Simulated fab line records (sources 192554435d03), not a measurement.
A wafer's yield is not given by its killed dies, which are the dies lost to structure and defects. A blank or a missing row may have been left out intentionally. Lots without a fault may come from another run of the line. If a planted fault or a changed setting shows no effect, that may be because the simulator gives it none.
Matching of chambers + flow n5 finfet + N5_SD_EPI_N_DESCUM_14 on rie diel-04 has 4 sister chambers
The step chemistry O2, time 7.9 s. 8 wafers are shown with their chamber, then 9 later ones without.

EACH WAFER AND ITS CHAMBER
| wafer  | chamber | showerhead plenum p Torr (Torr) | oes product au (a.u.) |
|--------|---------|---------------------------------|-----------------------|
| L085.5 | 3       | 1.99                            | 0.70                  |
| L088.4 | 1       | 2.14                            | 0.71                  |
| L088.5 | 0       | 2.22                            | 0.94                  |
| L089.1 | 0       | 2.21                            | 0.92                  |
| L089.6 | 3       | 1.99                            | 0.69                  |
| L090.3 | 2       | 2.20                            | 0.86                  |
| L090.4 | 1       | 2.14                            | 0.70                  |
| L090.6 | 2       | 2.20                            | 0.86                  |

WAFERS MISSING THEIR CHAMBER
| wafer  | showerhead plenum p Torr (Torr) | oes product au (a.u.) |
|--------|---------------------------------|-----------------------|
| L091.2 | 2.14                            | 0.70                  |
| L091.3 | 1.98                            | 0.69                  |
| L091.5 | 2.14                            | 0.70                  |
| L092.1 | 2.21                            | 0.90                  |
| L092.2 | 1.98                            | 0.68                  |
| L092.5 | 1.98                            | 0.69                  |
| L095.2 | 2.19                            | 0.83                  |
| L095.5 | 2.19                            | 0.83                  |
| L095.6 | 1.98                            | 0.68                  |

THE CHAMBER EACH PASSED THROUGH
| wafer  | from the rows above     | in truth |
|--------|-------------------------|----------|
| L091.2 | 1                       | 1        |
| L091.3 | 3                       | 3        |
| L091.5 | 1                       | 1        |
| L092.1 | can't be placed: 0 or 2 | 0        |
| L092.2 | 3                       | 3        |
| L092.5 | 3                       | 3        |
| L095.2 | 2                       | 2        |
| L095.5 | 2                       | 2        |
| L095.6 | 3                       | 3        |
Correct placement for 8 of the 9. Can't be placed from these rows: 1 (the true chamber is among the candidates in 1). 0 placed wrongly.
How it was worked out, from the rows above alone: a wafer's distance from a chamber is the root of the sum, over the readings, of the square of ((its reading less the chamber's mean) divided by the reading's scatter). The wafer belongs to the nearest chamber; if the next one is less than 2 further off, it can't be placed. For every chamber, the mean is computed from those of its wafers that are shown. The scatter: take each reading less its chamber's mean, square it, sum over the shown wafers, divide by the number of wafers less the number of chambers, and take the root.
